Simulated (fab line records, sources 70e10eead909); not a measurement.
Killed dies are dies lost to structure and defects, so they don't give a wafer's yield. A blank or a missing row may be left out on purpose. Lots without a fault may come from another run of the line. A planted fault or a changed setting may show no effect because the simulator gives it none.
fab line records | flow nand_harc
record lots=12 wafers=36 last_day=24
route steps=1159 shown A_CHANNEL_HOLE_D1@479 A_CHANNEL_FILL_D1@493 END@1159
lots that met no fault: from a run of the same line without faults
start_h: hours from the record's first day to the start of the lot's first wafer shown | wait_h: hours since the lot's step before | " the same as in the row above | L1.1+2: a row that stands for several wafers | - no value, or no start given | * or withheld: withheld | < > ~ a bound
route shown NAME@n: a module of which the file shows steps, and the number in the route of the first | usual: mean/standard deviation of fault-free wafers | same: alike in all rows | chamber/n: place in a boat | sites: the reading at each site | _std_site: their standard deviation | _edge_site: outer sites' mean less inner sites' | radius_mm: how far each site lies from the wafer's centre | mask NAME#n: copy n | behind: the tool/chamber that last shaped the wafer | hold: why the lot was held/for how many hours/how that ended | device: the transistor (n, p or np) that didn't switch | end of line: the same wafers' tests at the end of the route | a step without rows: its recipe alone | killed: dies lost to structure and defects at the first sort, not the wafer's yield | map: a wafer's dies, x killed, . not, _ none there
set.NAME: the setting as run; set.NAME@STEP: as run at that earlier step | model.NAME: the simulator's own value behind a step, which no gauge read
steps of the route over a sample of lots; a table a step, a row a wafer
services: from which hour (start_h, from the record's first day; less than 0 if before it) a tool's chamber was out of use, for how many hours, and why
## steps
# step NHARC_A_CHANNEL_HOLE_D1_ETCH_33
# recipe bias_v=400 source_w=2000 pressure_mtorr=25 time_s=90 ar_flow_sccm=375 c4f8_flow_sccm=41.7 o2_flow_sccm=83.3 temp_c=-20 target_depth_a=4000 chemistry=C4F8/O2/Ar
# usual drypump_motor_current_A=6.1/0.4 mfc_ar_sccm=374.9/1.2 showerhead_plenum_p_Torr=3.75/0.14 throttle_valve_pct=27.620/0.0089
# same time_s=90
# columns lot.wafer tool chamber start_h wait_h drypump_motor_current_A mfc_ar_sccm rf_hours_counter_h showerhead_plenum_p_Torr throttle_valve_pct
L285.2 har_etch-02 0 187.51 0.2 5.5 375.5 109 3.92 27.626
L285.1 " 1 " " 6.3 373.9 109 3.86 27.609
L285.4 " 0 " " 5.5 374.5 - 3.92 27.637
L287.1 har_etch-02 0 196.68 0.2 5.6 374.1 114 3.91 27.636
L287.5 " 0 " " 5.6 373.9 - 3.91 27.617
L287.6 " 1 " " 6.3 377.0 - 3.86 27.631
L288.2 har_etch-01 1 204.56 0.2 6.2 375.8 205 3.62 27.620
L288.1 " 0 " " 6.6 374.6 205 3.61 27.616
L288.6 " 0 " " 6.6 375.1 - 3.61 27.633
L291.1 har_etch-02 0 226.10 0.2 5.5 374.4 125 3.91 27.609
L291.6 " 0 " " 5.6 375.4 - 3.91 27.608
L291.5 " 1 " " 6.3 374.4 - 3.85 27.634
L294.1 har_etch-01 0 244.99 0.2 6.6 375.8 220 3.60 27.611
L294.4 " 1 " " 6.2 375.1 - 3.61 27.616
L294.6 " 0 " " 6.6 375.5 - 3.60 27.607
L297.1 har_etch-02 1 271.54 0.2 6.3 375.1 148 3.84 27.619
L297.4 " 1 " " 6.3 374.7 - 3.84 27.621
L297.6 " 0 " " 5.5 375.2 - 3.89 27.607
L301.1 har_etch-01 0 278.56 0.2 6.6 375.1 240 3.59 27.610
L301.3 " 0 " " 6.6 374.6 - 3.59 27.607
L301.6 " 0 " " 6.6 374.0 - 3.59 27.619
L305.1 har_etch-01 0 294.82 0.2 6.6 375.9 246 3.59 27.620
L305.5 " 0 " " 6.7 375.6 - 3.59 27.625
L305.6 " 1 " " 6.2 374.6 - 3.59 27.614
L302.1 har_etch-01 0 299.00 0.2 6.6 375.1 249 3.59 27.628
L302.5 " 0 " " 6.6 374.2 - 3.59 27.620
L302.6 " 1 " " 6.2 376.7 - 3.59 27.627
L304.2 har_etch-02 0 299.96 0.2 5.5 376.1 162 3.89 27.621
L304.3 " 1 " " 6.3 373.6 - 3.83 27.620
L304.6 " 0 " " 5.5 374.4 - 3.89 27.628
L307.3 har_etch-02 0 308.98 0.2 5.6 374.8 - 3.88 27.622
L307.6 " 1 " " 6.3 373.7 - 3.83 27.628
L307.5 " 0 " " 5.6 375.4 - 3.88 27.620
L306.3 har_etch-02 1 313.08 0.2 6.3 374.6 - 3.82 27.611
L306.4 " 0 " " 5.5 376.6 - 3.88 27.612
L306.6 " 0 " " 5.5 375.1 - 3.88 27.627
# step NHARC_A_CHANNEL_FILL_D1_ALD_03
# recipe target_thk_a=60 pulse_time_s=60 ald_cycles=58 temp_c=630 pressure_torr=2 material=SiNx
# usual ald_cycles=58/0 chamber_pressure_Torr=2.000/0.0037 precursor_pulse_height_rel=0.998/0.019
# columns lot.wafer tool chamber start_h wait_h ald_cycles chamber_pressure_Torr precursor_pulse_height_rel
L285.1 ald_sin_batch-02 0 - - 58 1.999 0.966
L285.2 " 0 " " 58 2.000 0.989
L285.4 " 0 " " 58 1.998 1.019
L287.1 ald_sin_batch-02 0 - - 58 2.009 1.035
L287.5 " 0 " " 58 2.003 1.002
L287.6 " 0 " " 58 2.009 1.001
L288.1 ald_sin_batch-02 0 - - 58 2.001 0.981
L288.2 " 0 " " 58 2.007 0.985
L288.6 " 0 " " 58 2.001 0.991
L291.1 ald_sin_batch-01 0 - - 58 2.005 0.995
L291.5 " 0 " " 58 1.999 0.972
L291.6 " 0 " " 58 1.999 1.020
L294.1 ald_sin_batch-03 0 - - 58 2.002 1.017
L294.4 " 0 " " 58 2.000 1.010
L294.6 " 0 " " 58 1.998 1.008
L297.1 ald_sin_batch-03 0 - - 58 2.001 0.984
L297.4 " 0 " " 58 2.002 1.041
L297.6 " 0 " " 58 1.995 0.984
L301.1 ald_sin_batch-03 0 - - 58 1.999 0.989
L301.3 " 0 " " 58 1.999 0.993
L301.6 " 0 " " 58 1.997 0.988
L305.1 ald_sin_batch-03 0 - - 58 1.996 0.974
L305.5 " 0 " " 58 1.999 0.979
L305.6 " 0 " " 58 1.998 0.980
L302.1 ald_sin_batch-01 0 - - 58 2.003 1.018
L302.5 " 0 " " 58 2.011 0.993
L302.6 " 0 " " 58 2.005 0.979
L304.2 ald_sin_batch-01 0 - - 58 1.996 1.010
L304.3 " 0 " " 58 2.001 1.003
L304.6 " 0 " " 58 2.002 0.995
L307.3 ald_sin_batch-02 0 - - 58 1.996 0.995
L307.5 " 0 " " 58 2.000 0.996
L307.6 " 0 " " 58 1.996 1.008
L306.3 ald_sin_batch-01 0 - - 58 2.005 1.012
L306.4 " 0 " " 58 2.005 1.015
L306.6 " 0 " " 58 1.998 1.002
# step NHARC_A_CHANNEL_FILL_D1_ALD_16
# recipe target_thk_a=15 pulse_time_s=10 ald_cycles=15 temp_c=300 material=SiO2
# usual ald_cycles=15/0 heater_power_w=469/56 precursor_pulse_height_rel=1.000/0.018
# columns lot.wafer tool chamber start_h wait_h ald_cycles heater_power_w precursor_pulse_height_rel
L285.2 ald_hk-04 0 201.61 0.0 15 525 1.012
L285.4 " 1 " " 15 458 1.043
L285.1 " 3 " " 15 393 0.982
L287.1 ald_hk-02 2 209.90 0.1 15 471 1.002
L287.5 " 3 " " 15 477 1.011
L287.6 " 0 " " 15 428 1.032
L288.1 ald_hk-01 2 218.25 0.0 15 459 1.003
L288.2 " 1 " " 15 481 1.022
L288.6 " 3 " " 15 430 1.006
L291.1 ald_hk-02 3 245.97 3.8 15 473 0.981
L291.5 " 1 " " 15 456 0.993
L291.6 " 2 " " 15 476 1.008
L294.4 ald_hk-01 0 259.15 0.0 15 646 0.999
L294.1 " 3 " " 15 434 1.005
L294.6 " 1 " " 15 480 1.002
L297.4 ald_hk-04 3 289.51 4.1 15 387 0.996
L297.1 " 0 " " 15 523 1.015
L297.6 " 1 " " 15 465 1.015
L301.1 ald_hk-04 3 295.04 0.1 15 391 0.977
L301.3 " 0 " " 15 503 0.999
L301.6 " 2 " " 15 415 1.003
L305.1 ald_hk-02 2 309.01 0.1 15 476 1.012
L305.6 " 1 " " 15 474 1.015
L305.5 " 2 " " 15 480 0.982
L302.1 ald_hk-01 1 313.18 0.1 16 490 0.996
L302.6 " 3 " " 16 453 0.975
L302.5 " 0 " " 16 665 0.989
L304.2 ald_hk-01 3 313.31 0.2 16 448 0.983
L304.3 " 0 " " 16 658 0.997
L304.6 " 2 " " 16 469 1.043
L307.3 ald_hk-02 1 326.91 0.1 15 481 1.025
L307.6 " 0 " " 15 437 1.043
L307.5 " 1 " " 15 487 0.992
L306.3 ald_hk-04 3 326.95 0.1 15 404 0.995
L306.4 " 0 " " 15 520 0.967
L306.6 " 2 " " 15 436 0.989
# step NHARC_A_CHANNEL_FILL_D1_STRIP_28
# recipe time_s=20 o2_flow_sccm=500 ar_flow_sccm=0 bias_w=0 chemistry=O2
# usual drypump_motor_current_A=6.0/0.49 mfc_ar_sccm=0.011/0.013 oes_product_au=1.002/0.0075 rf_vpp_V=57.9/0.91 showerhead_plenum_p_Torr=3.53/0.15 throttle_valve_pct=17.036/0.0098
# same bias_w=0 time_s=20
# columns lot.wafer tool chamber start_h wait_h drypump_motor_current_A mfc_ar_sccm oes_product_au rf_hours_counter_h rf_vpp_V showerhead_plenum_p_Torr throttle_valve_pct
L285.1 rie_diel-01 2 213.61 0.1 6.5 0.042 1.015 2 58.1 3.40 17.041
L285.2 " 0 " " 6.1 0.026 1.002 2 57.6 3.32 17.036
L285.4 " 1 " " 5.1 0.027 1.016 2 58.4 3.71 17.050
L287.1 rie_diel-06 0 221.68 0.1 5.3 0.028 0.992 30 58.0 3.50 17.028
L287.5 " 0 " " 5.3 0.028 0.993 - 57.8 3.50 17.025
L287.6 " 1 " " 5.4 0.009 0.989 - 58.3 3.31 17.030
L288.2 rie_diel-01 3 230.28 0.1 6.0 0 1.019 2 58.5 3.63 17.031
L288.1 " 0 " " 6.1 0.026 0.998 2 56.9 3.32 17.043
L288.6 " 1 " " 5.1 0.027 1.016 - 58.9 3.71 17.020
L291.1 rie_diel-02 0 257.86 0.1 6.2 0 1.004 4 58.0 3.39 17.027
L291.5 " 2 " " 6.0 0 1.002 - 58.0 3.63 17.044
L291.6 " 3 " " 6.5 0.008 0.998 - 59.1 3.46 17.037
L294.4 rie_diel-02 1 272.12 0.1 6.1 0.008 1.010 4 58.7 3.67 17.035
L294.1 " 2 " " 6.0 0 1.008 4 58.6 3.63 17.039
L294.6 " 0 " " 6.2 0 1.005 - 58.5 3.39 17.023
L297.1 rie_diel-01 1 301.29 0.1 5.1 0.027 1.012 4 58.7 3.71 17.062
L297.4 " 3 " " 6.0 0 1.005 4 56.3 3.63 17.032
L297.6 " 2 " " 6.5 0.042 1.009 - 57.2 3.40 17.038
L301.3 rie_diel-01 0 304.85 0.1 6.1 0.026 1.002 4 57.1 3.32 17.050
L301.1 " 1 " " 5.1 0.027 1.004 4 57.9 3.71 17.038
L301.6 " 3 " " 6.0 0 1.020 - 58.7 3.63 17.032
L305.1 rie_diel-02 2 321.54 0.2 6.0 0 0.995 6 58.9 3.63 17.022
L305.5 " 2 " " 5.9 0 1.012 - 59.1 3.63 17.041
L305.6 " 1 " " 6.1 0.008 1.009 - 57.6 3.67 17.035
L304.3 rie_diel-02 0 326.41 0.1 6.2 0 0.996 6 57.0 3.38 17.041
L304.2 " 1 " " 6.0 0.008 1.000 6 60.0 3.67 17.039
L304.6 " 0 " " 6.2 0 1.001 - 57.7 3.38 17.045
L302.1 rie_diel-06 2 326.41 0.1 5.0 0.002 1.003 16 57.8 3.69 17.037
L302.6 " 2 " " 5.1 0.002 0.996 - 58.8 3.69 17.014
L302.5 " 3 " " 6.6 0 0.998 - 58.9 3.69 17.011
L306.4 rie_diel-01 0 339.09 0.1 6.1 0.026 0.991 0 59.8 3.32 17.027
L306.3 " 2 " " 6.5 0.042 0.998 0 58.1 3.40 17.034
L306.6 " 0 " " 6.1 0.026 1.000 - 56.5 3.32 17.025
L307.3 rie_diel-06 3 339.10 0.1 6.7 0 0.997 18 59.2 3.69 17.054
L307.5 " 1 " " 5.5 0.009 0.989 - 57.7 3.30 17.034
L307.6 " 2 " " 5.1 0.002 0.999 - 58.1 3.69 17.037
# step NHARC_END_SORT_01
# recipe temp_c=25
# usual killed_at_array=31/12 killed_at_other=0.6/0.85 killed_at_periphery=3.0/2.3 killed_dies=35/12 killed_open=3.2/1.9 killed_short=1.8/1.4
# same gross_dies=677
# columns lot.wafer tool chamber start_h wait_h killed_at_array killed_at_other killed_at_periphery killed_dies killed_open killed_short
L285.1 prober-01 0 453.44 2.5 17 1 8 26 5 2
L285.2 prober-01 0 454.25 2.8 14 2 7 23 4 3
L285.4 prober-01 0 455.86 3.4 28 0 8 36 5 3
L291.1 prober-02 0 500.94 2.5 40 0 0 40 0 2
L291.5 prober-02 0 504.14 3.7 34 1 4 39 7 2
L291.6 prober-02 0 504.94 4.0 39 1 1 41 2 2
L294.1 prober-01 0 508.69 2.5 45 1 1 47 4 2
L294.4 prober-01 0 511.11 3.4 33 2 2 37 3 1
L294.6 prober-01 0 512.73 4.0 31 1 0 32 1 0
L297.1 prober-02 0 541.51 2.5 46 0 1 47 5 2
L297.4 prober-02 0 543.91 3.4 29 1 3 33 3 3
L297.6 prober-02 0 545.50 4.0 38 1 2 41 5 1
L304.2 prober-01 0 552.35 2.8 42 0 7 49 6 3
L304.3 prober-01 0 553.15 3.1 36 0 3 39 4 0
L304.6 prober-01 0 555.54 4.0 26 1 4 31 6 1
L302.1 prober-02 0 564.92 2.5 29 0 5 34 1 2
L302.5 prober-02 0 568.10 3.7 27 0 10 37 2 2
L302.6 prober-02 0 568.90 4.0 33 0 5 38 6 3
L306.3 prober-01 0 583.70 3.1 41 3 4 48 4 1
L306.4 prober-01 0 584.49 3.4 31 2 6 39 5 0
L306.6 prober-01 0 586.07 4.0 31 1 4 36 4 0
# killed by level:class
L285.1 A_SLIT:chamber_film_flake=7 P_M0:chamber_film_flake=4 A_BLC:geometric_particle:open=2 A_CHANNEL_HOLE_D1:chamber_film_flake=2 A_BLC:chamber_film_flake=2 P_M0:geometric_particle:open=1 A_ONON_D1:geometric_particle:short=1 A_SGD_CUT:geometric_particle:open=1
L285.2 A_SLIT:chamber_film_flake=6 P_BONDPAD:chamber_film_flake=3 P_M0:chamber_film_flake=2 THIN_TSV:chamber_film_flake=2 P_CONTACT:geometric_particle:open=1 P_M0:geometric_particle:open=1 A_ONON_D1:geometric_particle:open=1 A_CHANNEL_FILL_D1:geometric_particle:short=1
L285.4 A_SLIT:chamber_film_flake=15 A_STAIRCASE:chamber_film_flake=4 P_M0:chamber_film_flake=3 A_BLC:chamber_film_flake=3 P_CONTACT:geometric_particle:open=2 P_GATE:geometric_particle:open=1 P_CONTACT:geometric_particle:short=1 A_ONON_D1:geometric_particle:short=1
L291.1 A_SLIT:chamber_film_flake=14 A_STAIRCASE:chamber_film_flake=12 A_CONTACT:chamber_film_flake=8 A_CHANNEL_HOLE_D1:chamber_film_flake=3 A_SOURCE_PLATE:geometric_particle:short=1 A_WL_FILL:geometric_particle:short=1 A_WL_FILL:chamber_film_flake=1
L291.5 A_STAIRCASE:chamber_film_flake=13 A_SLIT:chamber_film_flake=5 A_CHANNEL_HOLE_D1:chamber_film_flake=4 A_CONTACT:chamber_film_flake=4 A_BLC:geometric_particle:open=2 A_M0:geometric_particle:open=2 P_CONTACT:geometric_particle:open=1 P_M2:geometric_particle:open=1
L291.6 A_STAIRCASE:chamber_film_flake=14 A_SLIT:chamber_film_flake=9 A_CHANNEL_HOLE_D1:chamber_film_flake=5 A_CONTACT:chamber_film_flake=5 A_ONON_D1:geometric_particle:open=2 A_ONON_D1:geometric_particle:short=2 A_WL_FILL:chamber_film_flake=2 P_STI:chamber_film_flake=1
L294.1 A_SLIT:chamber_film_flake=17 A_CHANNEL_HOLE_D1:chamber_film_flake=14 A_STAIRCASE:chamber_film_flake=6 A_CONTACT:geometric_particle:open=2 A_CONTACT:chamber_film_flake=2 P_CONTACT:geometric_particle:open=1 A_ONON_D1:geometric_particle:open=1 A_WL_FILL:geometric_particle:short=1
L294.4 A_CHANNEL_HOLE_D1:chamber_film_flake=14 A_SLIT:chamber_film_flake=11 A_STAIRCASE:chamber_film_flake=3 A_ONON_D1:geometric_particle:open=2 A_WL_FILL:chamber_film_flake=2 THIN_TSV:chamber_film_flake=2 P_M0:geometric_particle:short=1 P_M0:geometric_particle:open=1
L294.6 A_SLIT:chamber_film_flake=13 A_CHANNEL_HOLE_D1:chamber_film_flake=12 A_WL_FILL:chamber_film_flake=3 A_CONTACT:chamber_film_flake=2 A_ONON_D1:geometric_particle:open=1 THIN_TSV:chamber_film_flake=1
L297.1 A_SLIT:chamber_film_flake=16 A_CHANNEL_HOLE_D1:chamber_film_flake=12 A_STAIRCASE:chamber_film_flake=6 A_CONTACT:geometric_particle:open=3 A_CONTACT:geometric_particle:short=2 A_ZERO_WELL:chamber_film_flake=2 A_CONTACT:chamber_film_flake=2 A_ONON_D1:geometric_particle:open=1
L297.4 A_SLIT:chamber_film_flake=13 A_STAIRCASE:chamber_film_flake=5 A_CHANNEL_HOLE_D1:chamber_film_flake=4 A_CONTACT:chamber_film_flake=2 P_GATE:geometric_particle:open=1 P_CONTACT:geometric_particle:short=1 P_M0:geometric_particle:open=1 A_SGD_CUT:geometric_particle:short=1
L297.6 A_SLIT:chamber_film_flake=17 A_CHANNEL_HOLE_D1:chamber_film_flake=8 A_STAIRCASE:chamber_film_flake=6 A_CONTACT:chamber_film_flake=2 P_STI:geometric_particle:short=1 A_ONON_D1:geometric_particle:open=1 A_CHANNEL_FILL_D1:geometric_particle:open=1 A_SGD_CUT:geometric_particle:open=1
L304.2 A_CHANNEL_HOLE_D1:chamber_film_flake=16 A_SLIT:chamber_film_flake=16 A_CONTACT:chamber_film_flake=4 P_M0:chamber_film_flake=3 A_ONON_D1:geometric_particle:open=2 A_M0:geometric_particle:open=2 P_GATE:geometric_particle:open=1 P_M0:geometric_particle:short=1
L304.3 A_SLIT:chamber_film_flake=18 A_CHANNEL_HOLE_D1:chamber_film_flake=7 A_CONTACT:chamber_film_flake=6 P_CONTACT:geometric_particle:open=2 A_STAIRCASE:chamber_film_flake=2 A_ONON_D1:geometric_particle:open=1 A_CONTACT:geometric_particle:open=1 P_STI:chamber_film_flake=1
L304.6 A_SLIT:chamber_film_flake=11 A_CHANNEL_HOLE_D1:chamber_film_flake=7 A_CONTACT:geometric_particle:open=3 P_M0:chamber_film_flake=3 P_CONTACT:geometric_particle:open=1 A_WL_FILL:geometric_particle:open=1 A_M0:geometric_particle:open=1 STARTING-WAFER:geometric_particle:short=1
L302.1 A_CHANNEL_HOLE_D1:chamber_film_flake=21 P_STI:chamber_film_flake=3 A_CONTACT:chamber_film_flake=3 A_SOURCE_PLATE:geometric_particle:short=1 A_CONTACT:geometric_particle:open=1 A_M1:geometric_particle:short=1 P_ZERO_WELL:chamber_film_flake=1 P_CONTACT:chamber_film_flake=1
L302.5 A_CHANNEL_HOLE_D1:chamber_film_flake=18 A_CONTACT:chamber_film_flake=7 P_CONTACT:chamber_film_flake=6 P_CONTACT:geometric_particle:short=2 P_ZERO_WELL:chamber_film_flake=2 A_ONON_D1:geometric_particle:open=1 A_CHANNEL_FILL_D1:geometric_particle:open=1
L302.6 A_CHANNEL_HOLE_D1:chamber_film_flake=18 A_CONTACT:chamber_film_flake=5 A_CHANNEL_FILL_D1:geometric_particle:short=2 A_M0:geometric_particle:open=2 P_STI:chamber_film_flake=2 P_CONTACT:chamber_film_flake=2 P_CONTACT:geometric_particle:open=1 A_ONON_D1:geometric_particle:open=1
L306.3 A_SLIT:chamber_film_flake=22 A_CHANNEL_HOLE_D1:chamber_film_flake=5 A_M1:chamber_film_flake=5 A_CONTACT:chamber_film_flake=3 P_GATE:chamber_film_flake=2 A_STAIRCASE:chamber_film_flake=2 THIN_TSV:chamber_film_flake=2 A_ONON_D1:geometric_particle:open=1
L306.4 A_SLIT:chamber_film_flake=19 A_CHANNEL_HOLE_D1:chamber_film_flake=6 P_STI:chamber_film_flake=3 A_M1:chamber_film_flake=3 P_M0:geometric_particle:open=2 A_CONTACT:chamber_film_flake=2 P_CONTACT:geometric_particle:open=1 A_WL_FILL:geometric_particle:open=1
L306.6 A_SLIT:chamber_film_flake=16 A_M1:chamber_film_flake=5 A_CHANNEL_HOLE_D1:chamber_film_flake=4 A_CONTACT:chamber_film_flake=3 P_CONTACT:geometric_particle:open=1 P_M2:geometric_particle:open=1 A_CHANNEL_FILL_D1:geometric_particle:open=1 A_CONTACT:geometric_particle:open=1
## services
# columns tool chamber start_h hours kind
ald_hk-04 - 168.95 0.8 repair
rie_diel-01 0 171.30 - clean
rie_diel-01 1 171.30 - clean
rie_diel-01 2 171.30 - clean
rie_diel-01 3 171.30 - clean
ald_sin_batch-01 - 171.49 9.8 repair
rie_diel-02 - 180.35 0.4 repair
ald_hk-04 - 191.42 10.0 pm
ald_hk-01 - 200.25 2.3 repair
ald_sin_batch-03 - 214.59 3.8 repair
ald_sin_batch-02 - 220.93 21.4 repair
ald_hk-01 - 231.32 10.0 pm
rie_diel-01 1 241.05 2.1 repair
rie_diel-06 - 241.20 9.0 pm
rie_diel-01 1 255.17 5.0 repair
rie_diel-06 0 260.37 8.2 repair
rie_diel-02 3 294.05 3.9 repair
har_etch-01 - 305.00 17.0 pm
ald_sin_batch-03 - 314.00 26.0 pm
rie_diel-01 - 314.80 9.0 pm
rie_diel-02 3 319.92 3.3 repair
rie_diel-06 0 321.70 2.8 repair
rie_diel-02 - 327.70 9.0 pm
ald_hk-04 - 333.04 0.5 repair
## key
first_sign step=NHARC_A_CHANNEL_FILL_D1_ALD_16 reading=ald_cycles direction=up sigmas=99+ usual=15 struck=16
effect none on later readings
met_at NHARC_A_CHANNEL_FILL_D1_ALD_16
struck_lots L302,L304
tester_left_out L302,L304
not_acting_at NHARC_A_CHANNEL_HOLE_D1_ETCH_33,NHARC_A_CHANNEL_FILL_D1_ALD_03,NHARC_A_CHANNEL_FILL_D1_STRIP_28
onset_between 259.15 313.18
fault kind=process_parameter_drift tool=ald_hk-01 chamber=- onset_h=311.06 steps=NHARC_A_CHANNEL_FILL_D1_ALD_16 channel=ald_cycles offset=1 shape=step end_h=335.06 acts_in=these_recipes_only stated=15
# tester_left_out: of these lots the tester's yield and bins aren't shown, on N5 and GAA mostly nor the transistor test; their killed dies are dies lost to structure and defects alone, not to doping, threshold or leakage, so they don't give the yield
